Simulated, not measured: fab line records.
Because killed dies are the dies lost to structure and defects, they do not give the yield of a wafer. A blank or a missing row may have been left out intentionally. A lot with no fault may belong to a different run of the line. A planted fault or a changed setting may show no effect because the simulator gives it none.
Which of the tools did it? ; flow n5Finfet ; 24 lots, 72 wafers sampled, at 1 step of a route of 1938

== WHAT THE GAUGES READ, wafer by wafer ==
N5_BEOL_M15_THK_MEAS_01. Usual: M15_ILD_THK 1628 nm, standard deviation 22.
lot;measured;on;M15_ILD_THK (nm);flag
L074;day 11 05:25;filmMetro-01;1647 1658 1663;
L075;day 12 04:44;filmMetro-02;1613 1657 1633;
L076;day 12 14:42;filmMetro-02;1607 1641 1633;
L077;day 12 18:07;filmMetro-01;1625 1632 1654;
L078;day 13 00:27;filmMetro-01;1645 1615 1672;
L080;day 13 16:37;filmMetro-01;1627 1607 1639;
L079;day 13 17:43;filmMetro-01;1634 1630 1637;
L082;day 13 23:29;filmMetro-01;1607 1629 1635;
L085;day 13 23:52;filmMetro-01;1624 1592 1624;
L081;day 14 02:57;filmMetro-02;1625 1655 1635;
L083;day 14 10:40;filmMetro-01;1646 1631 1653;
L084;day 14 11:26;filmMetro-01;1617 1624 1641;
L087;day 14 13:22;filmMetro-01;1582 1620 1646;
L088;day 14 18:32;filmMetro-01;1618 1650 1626;
L086;day 14 19:26;filmMetro-02;1606 1617 1628;
L089;day 15 19:32;filmMetro-02;1634 1637 1623;
L090;day 16 06:01;filmMetro-02;1601 1597 1631;
L091;day 16 09:22;filmMetro-02;1613 1650 1656;
L093;day 16 15:58;filmMetro-01;1607 1566 1598;
L094;day 16 16:06;filmMetro-02;1629 1666 1628;
L092;day 16 16:40;filmMetro-02;1608 1619 1629;
L095;day 17 18:02;filmMetro-02;1610 1645 1613;
L096;day 18 08:46;filmMetro-01;1655 1638 1655;
L097;day 18 08:57;filmMetro-01;1606 1641 1673;

== WHAT TOOL EACH LOT RAN ON (gives the tool, then ch and the chambers of the sampled wafers, and finally the start) ==
There is no process step in the record ahead of these readings.

== WHAT THE TOOLS THEMSELVES READ (means of the sampled wafers that have a number; where no wafer has one, the mark that the record gives instead) ==
The record holds no such reading with a usual standard deviation.

== THE ANSWER, worked out from the rows above alone ==
Rule: lot off if the mean of its wafers having a number is beyond 3 standard deviations from the usual mean. Also off: a lot with no number at a reading for which 4 or more lots have one. The other lots that the step has rows for count as sound. Order of review: gauges by route order, followed by the tools' own readings, for which a lot's mean as printed above is used. The first step at which some lot is off is used, and at that step the reading that is off furthest; a lot without a number counts as furthest.
Nothing can be told from this: no lot is off at any reading shown.

== WHAT THE SIMULATOR HAD PUT IN ==
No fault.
